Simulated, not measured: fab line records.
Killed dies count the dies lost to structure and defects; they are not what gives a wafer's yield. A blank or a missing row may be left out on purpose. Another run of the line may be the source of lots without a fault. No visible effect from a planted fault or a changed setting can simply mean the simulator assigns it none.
Matching of chambers    flow n5 finfet    4 sister chambers for N5_MOL_CONTACT_COAG_ETCH_47 on rie diel-04
The step etches SiNx in CH3F/O2, stops on W, target depth 27 nm. 14 wafers are shown with their chamber, then 7 later ones without.

## WAFERS PAIRED WITH THEIR CHAMBERS
wafer   chamber  throttle valve pct (%)  showerhead plenum p Torr (Torr)  drypump motor current A (A)
L076.2  2        16.80                   1.99                             6.8
L076.3  1        16.00                   1.91                             5.7
L076.6  2        16.79                   1.99                             6.8
L078.1  0        16.37                   1.96                             5.0
L078.3  1        16.01                   1.91                             5.7
L078.6  0        16.39                   1.96                             4.9
L080.1  1        16.00                   1.91                             5.8
L080.3  2        16.81                   1.99                             6.7
L080.4  3        16.30                   2.01                             5.8
L082.1  3        16.31                   2.01                             5.8
L082.3  0        16.40                   1.95                             4.9
L082.6  3        16.30                   2.01                             5.8
L084.3  0        16.41                   1.95                             4.9
L084.4  2        16.81                   1.99                             6.8

SIGNATURES (means of the wafers above)
reading                   chamber 0  chamber 1  chamber 2  chamber 3  scatter within a chamber
throttle valve pct        16.3925    16.0033    16.8025    16.3033    0.0113
showerhead plenum p Torr  1.9550     1.9100     1.9900     2.0100     0.00316
drypump motor current A   4.925      5.733      6.775      5.800      0.0465
Rule: for a wafer and a chamber, the distance is found by dividing, reading by reading, the gap between the wafer's reading and the chamber's mean by the reading's scatter, squaring, summing and taking the root. If the next closest chamber is less than 2 further off than the closest, the wafer can't be placed; otherwise it belongs to the closest. How the scatter is found: for the shown wafers, subtract from each reading the mean of its chamber, square and add these, divide the total by (wafers less chambers), then take the root.

## WAFERS MISSING THEIR CHAMBER
wafer   throttle valve pct (%)  showerhead plenum p Torr (Torr)  drypump motor current A (A)
L084.6  16.03                   1.90                             5.7
L087.1  16.32                   2.00                             5.8
L087.4  16.40                   1.95                             5.0
L087.5  16.42                   1.95                             4.9
L096.3  16.36                   2.00                             5.8
L096.4  16.06                   1.90                             5.7
L096.5  16.47                   1.95                             5.0

## WHICH CHAMBER EACH WENT THROUGH
wafer   from the rows above  in truth
L084.6  1                    1
L087.1  3                    3
L087.4  0                    0
L087.5  0                    0
L096.3  3                    3
L096.4  1                    1
L096.5  0                    0
Placed correctly: 7 of 7. Number that these rows cannot place: 0. Wrongly placed: 0.
